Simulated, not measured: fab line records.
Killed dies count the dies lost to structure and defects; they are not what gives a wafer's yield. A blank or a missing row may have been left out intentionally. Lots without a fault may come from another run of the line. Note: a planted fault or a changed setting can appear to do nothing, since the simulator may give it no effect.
fab line records | flow n5-finfet
[record] lots = 11 wafers = 31 last-day = 18
route steps=1938 shown BEOL_M9@1404 BEOL_M10@1470
lots untouched by any fault: they come from a run of this same line in which no faults occurred
start-h: hours from the record's first day to the start of the lot's first wafer shown | wait-h: hours elapsed since this lot's preceding step | " unchanged from the row above | L1.1+2: several wafers, shown together as one row | - either no value or no given start | * or withheld: withheld | < > ~ a bound
route shown NAME@n: names a module that has steps shown in the file, with the first one's number in the route | usual: mean and standard deviation over wafers with no fault | same: alike in all rows | chamber/n: place in a boat | sites: each site's reading | _std_site: the values' standard deviation | _edge_site: inner sites' mean taken away from outer sites' mean | radius-mm: for every site, how far away it sits from the centre of the wafer | mask NAME#n: copy n | behind: the last tool/chamber to shape the wafer | hold: reason for holding the lot/hours on hold/outcome of the hold | device: whichever transistor did not switch (one of n, p or np) | end of line: tests of these same wafers at the route's end | step lacking rows: just its recipe | killed: the dies lost at the first sort to structure and to defects; this is not the yield of the wafer | map: dies across one wafer; x = killed, . = not, _ = none there
set.NAME: the setting that was run; set.NAME@STEP: the one run at that earlier step | model.NAME: the simulator's own value behind a step, which no gauge read
the route's steps for a sample of lots (tables are steps, rows are wafers)
services: a tool's chamber out of use, with start hour (start-h, from the record's first day; less than 0 if before it), hours out, and reason
[[steps]]
[step N5_BEOL_M9_PECVD_70]
[recipe] material = SiO2 target-thk-a = 200 temp-c = 400 precursor = TEOS/O2 pressure-torr = 5.5 rf-w = 450 teos-flow-sccm = 53.8 gas = O2 flow-sccm = 3000 time-s = 22.7
[usual] heater-power-outer-w = 424/68 heater-power-w = 705/95 showerhead-plenum-p-Torr = 8.76/0.063 throttle-valve-pct = 21.9/0.99
// columns lot.wafer tool chamber start-h wait-h heater-power-outer-w heater-power-w showerhead-plenum-p-Torr throttle-valve-pct
L768.1 pecvd-04 1 220.40 0.0 493 807 8.77 20.9
L768.2 " 2 " " 511 813 8.74 21.1
L768.5 " 1 " " 477 824 8.75 21.2
L769.2 pecvd-01 1 226.51 0.0 361 610 8.91 22.5
L769.4 " 2 " " 392 639 8.70 21.4
L769.5 " 0 " " 473 748 8.76 22.4
L772.1 pecvd-03 2 243.57 0.0 347 673 8.72 21.0
L772.3 " 0 " " 461 803 8.81 23.0
L772.5 " 2 " " 348 661 8.71 21.2
L775.1 pecvd-04 2 262.28 0.0 558 876 8.77 21.1
L775.5 " 0 " " 391 658 8.73 21.7
L778.2 pecvd-04 0 281.03 0.1 384 660 8.72 21.6
L778.5 " 1 " " 447 753 8.76 21.3
L783.1 pecvd-03 1 303.40 0.0 468 732 8.81 24.5
L783.2 " 2 " " 396 731 8.70 21.0
L783.3 " 0 " " 458 815 8.82 23.1
L782.1 pecvd-01 2 303.41 0.0 342 587 8.70 21.3
L782.2 " 1 " " 358 598 8.92 22.5
L782.4 " 0 " " 391 644 8.76 22.4
L785.4 pecvd-03 1 316.14 0.1 487 734 8.82 24.7
L785.5 " 2 " " 418 764 8.72 21.0
L785.6 " 0 " " 479 829 8.82 23.1
L786.1 pecvd-03 0 326.62 0.0 442 772 8.82 22.7
L786.4 " 0 " " 456 789 8.82 23.1
L786.6 " 2 " " 405 721 8.71 21.1
L790.1 pecvd-04 0 342.13 0.0 325 600 8.73 21.8
L790.3 " 2 " " 547 860 8.72 21.3
L790.6 " 1 " " 481 810 8.75 21.0
L784.3 pecvd-01 2 356.80 0.0 381 643 8.67 21.5
L784.4 " 0 " " 474 767 8.74 22.2
L784.6 " 2 " " 382 615 8.67 21.3
[step N5_BEOL_M9_DEGAS_44]
[recipe] ambient = vacuum temp-c = 250 time-s = 60
[usual] heater-power-w = 306/32
// columns lot.wafer tool chamber start-h wait-h heater-power-w
L768.1 pvd-sputter-02 - 226.33 1.0 338
L768.2 " - " " 303
L768.5 " - " " 333
L769.2 pvd-sputter-03 - 229.72 0.3 284
L769.4 " - " " 259
L769.5 " - " " 278
L772.1 pvd-sputter-03 - 247.94 0.8 293
L772.3 " - " " 282
L772.5 " - " " 297
L775.1 pvd-sputter-02 - 266.51 0.5 338
L775.5 " - " " 304
L778.2 pvd-sputter-02 - 285.67 0.2 331
L778.5 " - " " 321
L783.1 pvd-sputter-01 - 307.71 0.6 248
L783.2 " - " " 267
L783.3 " - " " 367
L782.1 pvd-sputter-02 - 308.17 0.6 332
L782.2 " - " " 331
L782.4 " - " " 311
L785.4 pvd-sputter-01 - 319.68 0.2 317
L785.5 " - " " 365
L785.6 " - " " 263
L786.1 pvd-sputter-03 - 331.69 1.3 260
L786.4 " - " " 281
L786.6 " - " " 261
L790.1 pvd-sputter-01 - 348.16 0.9 320
L790.3 " - " " 373
L790.6 " - " " 249
L784.3 pvd-sputter-03 - 362.08 0.3 285
L784.4 " - " " 258
L784.6 " - " " 260
[step N5_BEOL_M9_CMP_52]
[recipe] stop-on = SiCOH_lowk t-overpolish-s = 7 down-force-psi = 1 platen-rpm = 50 clearing-platen-down-force-psi = 1.5 clearing-platen-rpm = 50 post-cmp-clean = cu-alkaline target-thk-nm = 140 clearing-platen-pad-velocity-m-s = 0.99484 pad-velocity-m-s = 0.99484
[usual] barrier-field-endpoint-s = 28.6/0.61 motor-current-A = 6.4/0.66 overpolish-run-s = 7.000/0.0098
// columns lot.wafer tool chamber start-h wait-h barrier-field-endpoint-s motor-current-A overpolish-run-s
L768.1 cmp-04 0 227.52 0.3 28.3 6.5 6.989
L768.2 " 1 " " 27.8 5.8 7.003
L768.5 " 1 " " 28.6 6.6 6.993
L769.2 cmp-04 2 232.54 0.2 27.9 6.5 6.997
L769.4 " 3 " " 29.6 5.7 6.986
L769.5 " 2 " " 28.7 7.0 7.002
L772.3 cmp-01 3 249.17 0.2 28.3 8.1 7.003
L772.1 " 1 " " 29.3 6.7 6.992
L772.5 " 2 " " 29.5 5.0 7.004
L775.1 cmp-02 2 268.27 0.3 27.7 6.2 7.017
L775.5 " 0 " " 46.9 6.0 0.044
L778.2 cmp-04 3 288.51 0.2 46.9 5.6 0.033
L778.5 " 3 " " 46.9 5.6 0.038
L783.1 cmp-02 3 308.91 0.3 28.2 5.6 6.994
L783.3 " 0 " " 28.5 5.9 7.007
L783.2 " 1 " " 28.4 6.6 7.008
L782.2 cmp-04 1 309.29 0.2 27.5 6.4 6.998
L782.4 " 2 " " 28.2 7.0 7.013
L782.1 " 3 " " 28.0 6.0 6.999
L785.4 cmp-04 1 320.96 0.2 28.4 6.2 6.980
L785.6 " 2 " " 29.0 6.9 6.987
L785.5 " 3 " " 29.7 5.8 7.011
L786.1 cmp-04 1 333.11 0.3 28.2 6.3 7.004
L786.4 " 2 " " 28.6 7.0 7.001
L786.6 " 0 " " 28.8 6.8 6.999
L790.3 cmp-02 2 349.75 0.2 28.9 6.6 7.001
L790.1 " 0 " " 28.5 6.1 7.006
L790.6 " 2 " " 28.8 6.5 6.998
L784.3 cmp-04 2 364.33 0.2 27.5 6.6 7.011
L784.4 " 3 " " 28.8 6.0 7.005
L784.6 " 1 " " 28.6 6.6 7.011
[step N5_BEOL_M9_DEP_56]
[recipe] material = SiCN target-thk-a = 150 temp-c = withheld precursor = 3MS/NH3 pressure-torr = 3 rf-w = 202 time-s = 26.5
[usual] showerhead-plenum-p-Torr = 3.662/0.014 throttle-valve-pct = 8.9/0.47
// columns lot.wafer tool chamber start-h wait-h showerhead-plenum-p-Torr throttle-valve-pct
L768.1 pecvd-01 0 227.88 0.0 3.662 9.2
L768.2 " 2 " " 3.642 8.5
L768.5 " 2 " " 3.643 8.4
L769.2 pecvd-04 1 232.86 0.0 3.651 8.6
L769.4 " 1 " " 3.657 8.7
L769.5 " 2 " " 3.666 8.5
L772.1 pecvd-01 0 249.49 0.0 3.654 9.0
L772.3 " 2 " " 3.636 8.7
L772.5 " 2 " " 3.657 8.5
L775.1 pecvd-04 0 268.55 0.0 3.650 8.7
L775.5 " 2 " " 3.662 8.5
L778.2 pecvd-03 2 288.83 0.0 3.650 8.4
L778.5 " 1 " " 3.674 9.8
L783.1 pecvd-03 0 309.23 0.0 3.673 9.4
L783.2 " 1 " " 3.666 9.8
L783.3 " 2 " " 3.658 8.5
L782.1 pecvd-03 1 309.64 0.0 3.666 9.9
L782.2 " 2 " " 3.642 8.6
L782.4 " 2 " " 3.644 8.5
L785.4 pecvd-03 2 321.23 0.0 3.648 8.7
L785.5 " 1 " " 3.674 9.9
L785.6 " 0 " " 3.663 9.2
L786.1 pecvd-03 0 333.39 0.0 3.683 9.6
L786.4 " 0 " " 3.669 8.9
L786.6 " 1 " " 3.673 9.9
L790.1 pecvd-04 1 350.11 0.0 3.666 8.4
L790.3 " 0 " " 3.640 9.1
L790.6 " 0 " " 3.657 8.9
L784.3 pecvd-01 1 364.68 0.0 3.685 9.6
L784.4 " 2 " " 3.646 8.9
L784.6 " 2 " " 3.652 8.8
[step N5_BEOL_M10_ILD_DEP_00]
[recipe] material = SiCOH_lowk target-thk-a = 3085.1 temp-c = 300 precursor = DEMS/porogen pressure-torr = 5 rf-w = 500 time-s = 58
[usual] heater-power-outer-w = 150/32 heater-power-w = 314/47 showerhead-plenum-p-Torr = 5.735/0.017 throttle-valve-pct = 13.8/0.8
// columns lot.wafer tool chamber start-h wait-h heater-power-outer-w heater-power-w showerhead-plenum-p-Torr throttle-valve-pct
L768.1 pecvd-03 1 228.02 0.0 124 255 5.746 15.1
L768.2 " 0 " " 147 338 5.755 14.4
L768.5 " 0 " " 161 359 5.748 14.2
L769.2 pecvd-02 1 233.00 0.0 151 287 5.752 14.6
L769.4 " 1 " " 151 291 5.749 14.6
L769.5 " 2 " " 112 265 5.705 13.1
L772.1 pecvd-02 1 249.62 0.0 131 266 5.766 14.6
L772.3 " 0 " " 184 359 5.716 14.1
L772.5 " 0 " " 133 281 5.714 14.3
L775.1 pecvd-03 1 268.69 0.0 132 269 5.754 15.2
L775.5 " 0 " " 151 345 5.748 14.4
L778.2 pecvd-04 0 288.97 0.0 114 268 5.735 13.5
L778.5 " 2 " " 217 407 5.721 13.2
L783.1 pecvd-03 2 309.37 0.0 127 308 5.727 13.1
L783.2 " 1 " " 137 267 5.761 15.2
L783.3 " 0 " " 188 391 5.734 14.6
L782.1 pecvd-02 1 309.78 0.0 116 237 5.740 14.9
L782.2 " 0 " " 142 286 5.713 13.9
L782.4 " 2 " " 104 255 5.726 13.0
L785.4 pecvd-03 0 321.37 0.1 175 377 5.762 14.3
L785.5 " 1 " " 164 310 5.738 15.4
L785.6 " 2 " " 93 275 5.731 13.3
L786.1 pecvd-02 0 333.53 0.0 175 327 5.721 14.1
L786.4 " 0 " " 182 336 5.703 14.5
L786.6 " 1 " " 153 292 5.773 14.5
L790.1 pecvd-04 2 350.25 0.0 205 379 5.738 13.3
L790.3 " 1 " " 192 395 5.725 13.3
L790.6 " 1 " " 130 306 5.720 13.1
L784.3 pecvd-04 1 364.82 0.0 182 370 5.739 12.8
L784.4 " 1 " " 183 362 5.743 13.2
L784.6 " 2 " " 198 379 5.735 13.3
[[services]]
// columns tool chamber start-h hours kind
pecvd-04 1 199.92 5.5 scheduled-down
pecvd-03 - 204.38 14.6 pm
cmp-02 - 218.33 5.7 pm
cmp-04 - 220.43 0.9 repair
cmp-04 - 223.47 4.0 pm
pecvd-02 - 227.83 0.8 repair
pecvd-04 2 239.49 10.0 repair
cmp-02 - 247.72 1.5 repair
pecvd-04 2 249.51 2.1 scheduled-down
pecvd-03 2 250.98 2.1 scheduled-down
cmp-02 - 263.21 4.0 pm
cmp-01 - 272.53 4.6 pm
pecvd-03 - 275.77 0.4 repair
pecvd-03 - 280.65 5.5 pm
cmp-04 - 281.99 2.7 repair
cmp-04 - 298.99 5.5 pm
cmp-01 - 303.39 0.9 repair
pecvd-01 0 308.57 10.3 repair
cmp-04 - 324.22 0.3 repair
pecvd-04 - 324.79 6.0 pm
cmp-01 - 328.46 8.8 repair
cmp-02 - 330.03 11.7 pm
pecvd-01 - 334.76 2.8 pm
pvd-sputter-03 - 340.49 2.0 repair
[[key]]
[first-sign] step = N5_BEOL_M9_CMP_52 reading = overpolish-run-s direction = down sigmas = 99+ usual = 7.000 struck = 0.038
[effect] step = N5_BEOL_M9_CMP_52 reading = barrier-field-endpoint-s direction = up sigmas = 30 usual = 28.6 struck = 46.9
met-at N5_BEOL_M9_PECVD_70
struck-lots L775,L778
struck-wafers L775.5,L778.2,L778.5
not-acting-at N5_BEOL_M9_DEGAS_44,N5_BEOL_M9_DEP_56,N5_BEOL_M10_ILD_DEP_00
onset-between 220.40 262.28
[fault] kind = process-parameter-drift tool = pecvd-04 chamber = - onset-h = 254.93 steps = N5_BEOL_M9_PECVD_70 channel = time-s offset = * shape = step end-h = 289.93 scope = struck-wafers-only acts-in = * stated = *
